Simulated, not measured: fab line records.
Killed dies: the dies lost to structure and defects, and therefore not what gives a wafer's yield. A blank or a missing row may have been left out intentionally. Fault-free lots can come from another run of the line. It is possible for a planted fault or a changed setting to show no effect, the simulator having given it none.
Chamber matching / flow n5_finfet / N5_BEOL_M0_SAQP_STRIP_86 on rie_diel-05: 4 sister chambers
The step strips in N2/H2. 4 wafers are shown with their chamber, then 7 later ones without.

## WAFERS WITH THEIR CHAMBER
wafer=L087.4; chamber=2; showerhead_plenum_p_Torr (Torr)=3.54
wafer=L087.5; chamber=1; showerhead_plenum_p_Torr (Torr)=3.55
wafer=L090.1; chamber=0; showerhead_plenum_p_Torr (Torr)=3.28
wafer=L090.2; chamber=3; showerhead_plenum_p_Torr (Torr)=3.31

## WAFERS MISSING THEIR CHAMBER
wafer=L090.3; showerhead_plenum_p_Torr (Torr)=3.54
wafer=L092.4; showerhead_plenum_p_Torr (Torr)=3.53
wafer=L092.5; showerhead_plenum_p_Torr (Torr)=3.28
wafer=L092.6; showerhead_plenum_p_Torr (Torr)=3.55
wafer=L094.1; showerhead_plenum_p_Torr (Torr)=3.53
wafer=L094.2; showerhead_plenum_p_Torr (Torr)=3.54
wafer=L094.3; showerhead_plenum_p_Torr (Torr)=3.28

## WHICH CHAMBER EACH WENT THROUGH
wafer=L090.3; from the rows above=can't be placed: 2 or 1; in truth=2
wafer=L092.4; from the rows above=can't be placed: 2 or 1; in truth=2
wafer=L092.5; from the rows above=0; in truth=0
wafer=L092.6; from the rows above=can't be placed: 1 or 2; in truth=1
wafer=L094.1; from the rows above=can't be placed: 2 or 1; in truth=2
wafer=L094.2; from the rows above=can't be placed: 2 or 1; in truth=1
wafer=L094.3; from the rows above=0; in truth=0
Correct placement for 2 of the 7. Not placeable from these rows: 5 (in 5, the candidates include the true chamber). Placed wrongly: 0.
How it was worked out, from the rows above alone: a wafer's distance from a chamber is the root of the sum, over the readings, of the square of ((its reading less the chamber's mean) divided by the reading's scatter). If the next closest chamber is less than 2 further off than the closest, the wafer can't be placed; otherwise it belongs to the closest. Each chamber's mean is taken over the wafers shown for it. The scatter: with one shown wafer a chamber, the root of the mean of the squares of how far each hidden wafer lies from its nearest shown one.
